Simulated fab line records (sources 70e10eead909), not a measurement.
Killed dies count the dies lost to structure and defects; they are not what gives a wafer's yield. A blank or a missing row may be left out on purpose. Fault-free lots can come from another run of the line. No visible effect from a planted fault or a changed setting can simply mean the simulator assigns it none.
Matching of chambers | flow nand-harc | 4 sister chambers for NHARC_A_STAIRCASE_ETCHBACK_157 on rie-diel-01
The step etches the open film in CH3F/O2, target depth 90 nm, time 167.14 s. 20 wafers are shown with their chamber, then 10 later ones without.

## EACH WAFER AND ITS CHAMBER
wafer  | chamber | drypump-motor-current-A (A) | showerhead-plenum-p-Torr (Torr) | rf-vpp-V (V)
L080.1 | 1       | 5.1                         | 2.32                            | 242.4
L080.3 | 2       | 6.0                         | 2.52                            | 245.6
L080.6 | 2       | 6.0                         | 2.52                            | 245.6
L082.2 | 2       | 6.0                         | 2.51                            | 245.8
L082.3 | 3       | 5.4                         | 2.41                            | 245.0
L082.6 | 0       | 6.7                         | 2.29                            | 243.0
L086.1 | 3       | 5.4                         | 2.41                            | 244.2
L086.5 | 0       | 6.7                         | 2.29                            | 241.3
L086.6 | 1       | 5.1                         | 2.32                            | 242.4
L085.1 | 3       | 5.4                         | 2.41                            | 243.3
L085.4 | 2       | 6.0                         | 2.51                            | 246.5
L085.6 | 0       | 6.7                         | 2.29                            | 242.4
L084.1 | 2       | 6.0                         | 2.51                            | 246.1
L084.2 | 3       | 5.3                         | 2.41                            | 244.7
L084.5 | 1       | 5.1                         | 2.32                            | 242.5
L090.4 | 3       | 5.4                         | 2.40                            | 243.0
L090.5 | 1       | 5.1                         | 2.32                            | 243.0
L090.6 | 0       | 6.7                         | 2.28                            | 241.6
L094.4 | 1       | 5.1                         | 2.32                            | 240.1
L094.5 | 0       | 6.7                         | 2.28                            | 241.4

SIGNATURES (means of the wafers above)
reading                  | chamber 0 | chamber 1 | chamber 2 | chamber 3 | scatter within a chamber
drypump-motor-current-A  | 6.700     | 5.100     | 6.000     | 5.380     | 0.0224
showerhead-plenum-p-Torr | 2.2860    | 2.3200    | 2.5140    | 2.4080    | 0.00447
rf-vpp-V                 | 241.940   | 242.080   | 245.920   | 244.040   | 0.825
Rule: for each reading, subtract the chamber's mean from the wafer's reading, divide by that reading's scatter and square the result; add these up over the readings and take the root, which gives the wafer's distance from the chamber. The wafer belongs to the nearest chamber; if the next one is less than 2 further off, it can't be placed. The scatter: take each reading less its chamber's mean, square it, sum over the shown wafers, divide by the number of wafers less the number of chambers, and take the root.

## WAFERS WITHOUT THEIR CHAMBER
wafer  | drypump-motor-current-A (A) | showerhead-plenum-p-Torr (Torr) | rf-vpp-V (V)
L094.6 | 5.1                         | 2.31                            | 242.5
L093.1 | 5.1                         | 2.31                            | 244.2
L093.3 | 6.7                         | 2.28                            | 242.8
L093.4 | 6.1                         | 2.51                            | 244.6
L091.1 | 6.1                         | 2.51                            | 245.8
L091.3 | 5.1                         | 2.31                            | 242.3
L091.4 | 5.3                         | 2.40                            | 244.4
L097.1 | 5.3                         | 2.40                            | 242.1
L097.2 | 6.7                         | 2.28                            | 242.1
L097.4 | 6.0                         | 2.50                            | 245.4

## THE CHAMBER EACH PASSED THROUGH
wafer  | from the rows above | in truth
L094.6 | 1                   | 1
L093.1 | 1                   | 1
L093.3 | 0                   | 0
L093.4 | 2                   | 2
L091.1 | 2                   | 2
L091.3 | 1                   | 1
L091.4 | 3                   | 3
L097.1 | 3                   | 3
L097.2 | 0                   | 0
L097.4 | 2                   | 2
10 of 10 placed correctly. Not placeable from these rows: 0. Number placed wrongly: 0.
